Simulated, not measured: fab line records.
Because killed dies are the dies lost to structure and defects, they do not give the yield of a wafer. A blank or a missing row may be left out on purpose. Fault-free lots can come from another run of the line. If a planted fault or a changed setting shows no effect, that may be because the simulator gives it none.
A lot that was struck, set against a sound lot -- flow nand harc -- 15 out of 1159 route steps
Sound: wafers L319.1, L319.2, L319.5. Struck: wafer L312.5. (L312.3, L312.6 of the same lot were not struck and are left out.) The cause comes at the end.
For every step that has rows: the tool of each side, followed by ch and its chambers, followed by its first start. Under that, the readings that differ: sound wafers -- struck wafers -- difference of the means -- sigmas: that difference in standard deviations of wafers without a fault.
alike: words and numbers the same on both sides, and readings whose means are apart by under 2 such deviations; not compared: readings that were withheld, readings missing a value for some wafer, numbers with overlapping values and no deviation given by the record, and bounds like >300 which may hide the same value.
The two part at a step that has a row with sigmas, a row that says differs or no value, or rows on one side only. Numbers that have no deviation but don't overlap get no sigmas and don't part them. A reading that every wafer of one side lacks parts them only if that side has two wafers or more.

NHARC_A_BLC_DESCUM_15: chemistry O2, time 3 s.
  sound on rie diel-05 ch 0,1, day 22 11:25; struck on rie diel-06 ch 3, day 20 01:04
reading,sound,struck,difference,sigmas
showerhead plenum p Torr (Torr),1.83 1.91 1.83,2.03,+0.17,+2
  alike: drypump motor current A, oes product au, rf vpp V, throttle valve pct
  not compared: rf hours counter h
NHARC_A_BLC_ETCH_16: etches the open film in CF4, target depth 39 nm, time 65 s.
  sound on rie diel-05 ch 0,1,3, day 22 11:30; struck on rie diel-06 ch 2, day 20 01:12
reading,sound,struck,difference,sigmas
showerhead plenum p Torr (Torr),1.64 1.77 1.70,1.87,+0.17,+2
  alike: drypump motor current A, oes product au, rf vpp V, throttle valve pct
  not compared: rf hours counter h
then, 2 steps without rows for these wafers: NHARC_A_BLC_ETCH_17 (etches the open film in N2/H2, target depth 390 nm, time 609.38 s); NHARC_A_BLC_ETCH_18 (etches the open film in C4F8/O2/Ar, target depth 910 nm).
NHARC_A_BLC_CD_MEAS_19:
  sound on cd sem-03, day 22 12:23; struck on cd sem-02, day 20 02:06
reading,sound,struck,difference,sigmas
cd nm (nm),101.9 102.0 100.6,98.0,-3.5,-2
NHARC_A_BLC_STRIP_29: strips in CF4.
  sound on rie diel-05 ch 1,3, day 22 12:28; struck on rie diel-05 ch 2, day 20 02:11
reading,sound,struck,difference,sigmas
showerhead plenum p Torr (Torr),1.64 1.70 1.70,1.86,+0.18,+3
  alike: drypump motor current A, oes product au, rf vpp V, throttle valve pct
  not compared: rf hours counter h
NHARC_A_BLC_STRIP_21: strips in O2.
  sound on rie diel-05 ch 0,1,3, day 22 12:35; struck on rie diel-05 ch 1, day 20 02:18
  alike: drypump motor current A, oes product au, rf vpp V, showerhead plenum p Torr, throttle valve pct
  not compared: rf hours counter h
then, 1 step without rows for these wafers: NHARC_A_BLC_STRIP_22 (strips in post etch residue remover, time 600 s).
NHARC_A_BLC_DEGAS_30: time 60 s.
  sound on pvd sputter-02, day 22 13:02; struck on pvd sputter-01, day 20 02:41
  alike: heater power w
then, 3 steps without rows for these wafers: NHARC_A_BLC_PRE_CLEAN_31 (time 15 s); NHARC_A_BLC_PVD_32 (deposits Ti, target thk 5 nm, time 17.7 s); NHARC_A_BLC_ALD_23 (deposits TiN, target thk 3 nm, pulse time 1 s, ald cycles 150).
NHARC_A_BLC_CVD_24: deposits W, target thk 150 nm, time 434 s.
  sound on cvd w-02 ch 0,1, day 22 15:54; struck on cvd w-01 ch 0, day 20 07:58
  alike: heater power w, mfc wf6 sccm, throttle valve pct
NHARC_A_BLC_CMP_25: polishes, t overpolish 30 s, target thk 150 nm.
  sound on cmp-01 ch 0,2,3, day 22 16:27; struck on cmp-03 ch 3, day 20 08:20
reading,sound,struck,difference,sigmas
time to endpoint s (s),29.0 26.3 28.9,9.8,-18.3,-8
  alike: motor current A, overpolish run s
NHARC_END_SORT_01:
  here the record holds rows for the struck wafers (prober-01 ch 0, day 22 04:55) but none for the sound ones

WHERE THEY PART
Last at NHARC_END_SORT_01 as far as this record goes, first at NHARC_A_BLC_DESCUM_15.

WHY: whatever the simulator had introduced
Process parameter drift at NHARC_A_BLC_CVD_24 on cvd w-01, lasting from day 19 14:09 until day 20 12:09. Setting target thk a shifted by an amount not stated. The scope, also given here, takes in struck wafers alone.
